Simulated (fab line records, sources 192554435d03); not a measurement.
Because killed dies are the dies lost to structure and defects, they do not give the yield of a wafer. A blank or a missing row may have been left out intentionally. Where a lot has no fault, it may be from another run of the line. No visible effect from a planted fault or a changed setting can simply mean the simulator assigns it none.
A lot that was struck, set against a sound lot + flow n5_finfet + 43 steps out of a route of 1938
Sound: the wafers L807.3, L807.4, L807.5. Wafers L816.2, L816.4, L816.6 were the ones struck. Last of all comes the cause.
Each step with rows lists, per side, the tool, then ch with its chambers, then its first start. Under that, the readings that differ: sound wafers + struck wafers + difference of the means + sigmas: that difference in standard deviations of wafers without a fault.
alike: a reading whose means differ by less than 2 such deviations, as well as words and numbers matching on both sides. not compared: withheld readings; readings where some wafer has no value; bounds like >300 that might hide an equal value; numbers whose values overlap and for which the record gives no deviation.
Wherever a step has rows on one side only, a row that says differs or no value, or a row with sigmas, the two part there. Non-overlapping numbers with no deviation appear without sigmas and do not part them. A reading that every wafer of one side lacks parts them only if that side has two wafers or more.

first, 3 steps without rows for these wafers: N5_MOL_CONTACT_COAG_PRECLEAN_127 (cleans in DIW, time 57.5 s); N5_MOL_CONTACT_COAG_SRD_128 (dry time 32 s); N5_MOL_CONTACT_COAG_CMP_52 (polishes, stops on SiO2, t overpolish 1.5 s, target thk 66.5 nm).
N5_MOL_CONTACT_COAG_THK_MEAS_53:
  sound on film_metro-01, day 7 21:20; struck on film_metro-01, day 10 04:36
  alike: VIA_MOL_THK
then, 1 step without rows for these wafers: N5_MOL_CONTACT_COAG_ANNEAL_112 (time 1800 s).
N5_MOL_CONTACT_COAG_INSPECT_97: inspects for defects (darkfield).
  sound on defect_inspect-02, day 8 03:13; struck on defect_inspect-01, day 10 07:49
  alike: raw_defect_count
then, 2 steps without rows for these wafers: N5_BEOL_M0_SAQP_PECVD_00 (deposits SiCN from 3MS/NH3, target thk 8 nm, time 14 s); N5_BEOL_M0_SAQP_ILD_DEP_01 (deposits SiOC from DEMS/O2, target thk 45.419 nm, time 8.7 s).
N5_BEOL_M0_SAQP_HM_DEP_02: deposits TiN, target thk 12 nm.
  sound on pvd_sputter-01, day 8 03:59; struck on pvd_sputter-03, day 10 09:55
  alike: susceptor_temp_C, throttle_valve_pct
then, 2 steps without rows for these wafers: N5_BEOL_M0_SAQP_PECVD_03 (deposits SiCN from 3MS/NH3, target thk 12 nm, time 21.1 s); N5_BEOL_M0_SAQP_PECVD_96 (deposits a-Si from SiH4/He, target thk 45 nm, time 45.2 s).
N5_BEOL_M0_SAQP_PECVD_97: deposits SiNx from SiH4/NH3/N2, target thk 23 nm, time 19.9 s.
  sound on pecvd-04 ch 0,2, day 8 04:11; struck on pecvd-03 ch 1,2, day 10 10:09
  no value came back on the struck wafers for any of 6 readings (chamber_pressure_Torr (Torr), heater_power_outer_w (W) and others); on the sound wafers chamber_pressure_Torr (Torr) reads 1.504 1.503 1.505
then, 1 step without rows for these wafers: N5_BEOL_M0_SAQP_PECVD_04 (deposits a-Si from SiH4/He, target thk 60 nm, time 60.2 s).
N5_BEOL_M0_SAQP_THK_MEAS_05:
  sound on film_metro-01, day 8 04:20; struck on film_metro-01, day 10 10:20
  alike: thk_nm
then, 9 steps without rows for these wafers: N5_BEOL_M0_SAQP_HM_DEP_111 (deposits SiO2 from SiH4/N2O, target thk 12 nm, time 7.2 s); N5_BEOL_M0_SAQP_COAT_81 (time 60 s, resist thk 100 nm); N5_BEOL_M0_SAQP_COAT_82 (time 60 s, resist thk 30 nm); N5_BEOL_M0_SAQP_COAT_08 (resist thk 90 nm); N5_BEOL_M0_SAQP_EBR_10; N5_BEOL_M0_SAQP_SOFTBAKE_09 (time 60 s); N5_BEOL_M0_SAQP_EXPOSE_11 (exposes mask M0 CORE, target cd 42 nm); N5_BEOL_M0_SAQP_PEB_12 (peb time 60 s); N5_BEOL_M0_SAQP_DEVELOP_13 (develop time 30 s).
N5_BEOL_M0_SAQP_CD_MEAS_14 targets a cd of 42.5 nm.
  sound on cd_sem-01 ch 0, day 8 04:49; struck on cd_sem-03 ch 0, day 10 10:49
  alike: cd_nm
N5_BEOL_M0_SAQP_OVL_MEAS_15:
  sound on overlay-02 ch 0, day 8 04:50; struck on overlay-02 ch 0, day 10 10:51
  alike: M0_CORE_OVL
N5_BEOL_M0_SAQP_INSPECT_16: inspects for defects (brightfield).
  sound on defect_inspect-02, day 8 04:52; struck on defect_inspect-01, day 10 10:52
  alike: raw_defect_count
then, 1 step without rows for these wafers: N5_BEOL_M0_SAQP_DESCUM_19 (chemistry O2, time 7.9 s).
N5_BEOL_M0_SAQP_ETCH_83: etches SiARC in CF4, target depth 39 nm, time 65 s.
  sound on rie_diel-03 ch 0,3, day 8 04:56; struck on rie_diel-03 ch 1,3, day 10 10:56
  alike: chamber_pressure_mTorr, drypump_motor_current_A, etch_rf_on_time_s, oes_product_au, rf_vpp_V, showerhead_plenum_p_Torr, throttle_valve_pct
  not compared: rf_hours_counter_h
then, 2 steps without rows for these wafers: N5_BEOL_M0_SAQP_ETCH_84 (etches SOC in N2/H2, target depth 100 nm, overetch 20 nm, time 150 s); N5_BEOL_M0_SAQP_STRIP_80 (strips in N2/H2).
N5_BEOL_M0_SAQP_HM_OPEN_112: chemistry CHF3/O2, target SiO2, stops on a-Si, target depth 12 nm, time 13.5 s.
  sound on rie_diel-03 ch 0,3, day 8 05:05; struck on rie_diel-03 ch 1,3, day 10 11:06
  alike: chamber_pressure_mTorr, drypump_motor_current_A, oes_product_au, rf_vpp_V, showerhead_plenum_p_Torr, throttle_valve_pct
  not compared: rf_hours_counter_h
then, 1 step without rows for these wafers: N5_BEOL_M0_SAQP_STRIP_113 (strips in CHF3/O2).
N5_BEOL_M0_SAQP_MANDREL_ETCH_20: etches a-Si in HBr/Cl2, stops on SiNx, target depth 60 nm, bt time 10 s, time 30 s.
  sound on rie_si-02 ch 0,2,3, day 8 05:11; struck on rie_si-06 ch 1,2, day 10 11:11
  alike: chamber_pressure_mTorr, drypump_motor_current_A, oes_product_au, throttle_valve_pct
  not compared: rf_hours_counter_h
then, 3 steps without rows for these wafers: N5_BEOL_M0_SAQP_STRIP_86 (strips in N2/H2); N5_BEOL_M0_SAQP_STRIP_115 (strips in post etch residue remover, time 60 s); N5_BEOL_M0_SAQP_SRD_93 (time 30 s).
N5_BEOL_M0_SAQP_RECESS_114: chemistry HF/NH3, target SiO2, target depth 14.4 nm, afs cycles 3, sublimation time 60 s.
  sound on vapor_etch-01 ch 0,1, day 8 05:42; struck on vapor_etch-01 ch 0,1, day 10 11:25
  alike: drypump_motor_current_A
then, 3 steps without rows for these wafers: N5_BEOL_M0_SAQP_SPACER1_ALD_98 (deposits SiO2, target thk 12.8 nm, pulse time 1 s, purge time 2 s); N5_BEOL_M0_SAQP_SPACER1_ETCHBACK_99 (etches SiO2 in CHF3/O2, target depth 15.4 nm, time 7.7 s); N5_BEOL_M0_SAQP_MANDREL1_REMOVE_100 (chemistry HBr/Cl2/O2, target a-Si, stops on SiNx, bt time 10 s).
N5_BEOL_M0_SAQP_CD_MEAS_25 targets a cd of 13.1 nm.
  sound on cd_sem-02 ch 0, day 8 06:46; struck on cd_sem-03 ch 0, day 10 12:28
| reading    | sound             | struck            | difference | sigmas |
|------------|-------------------|-------------------|------------|--------|
| cd_nm (nm) | 12.99 13.07 13.30 | 12.48 12.58 12.65 | -0.55      | -3     |
N5_BEOL_M0_SAQP_CD_MEAS_29 targets a cd of 14.4 nm.
  sound on cd_sem-02 ch 0, day 8 09:08; struck on cd_sem-03 ch 0, day 10 14:47
| reading    | sound             | struck | difference                    | sigmas |
|------------|-------------------|--------|-------------------------------|--------|
| cd_nm (nm) | 14.75 14.62 14.74 | - - -  | no value on the struck wafers |        |
N5_BEOL_M4_RC_MEAS_101:
  the record has rows for the sound wafers here (prober-01 ch 0, day 10 10:29) and none for the struck ones

== WHERE THEY PART ==
At N5_BEOL_M0_SAQP_PECVD_97 first; at N5_BEOL_M4_RC_MEAS_101 last (within this record only).

WHY: whatever the simulator had introduced
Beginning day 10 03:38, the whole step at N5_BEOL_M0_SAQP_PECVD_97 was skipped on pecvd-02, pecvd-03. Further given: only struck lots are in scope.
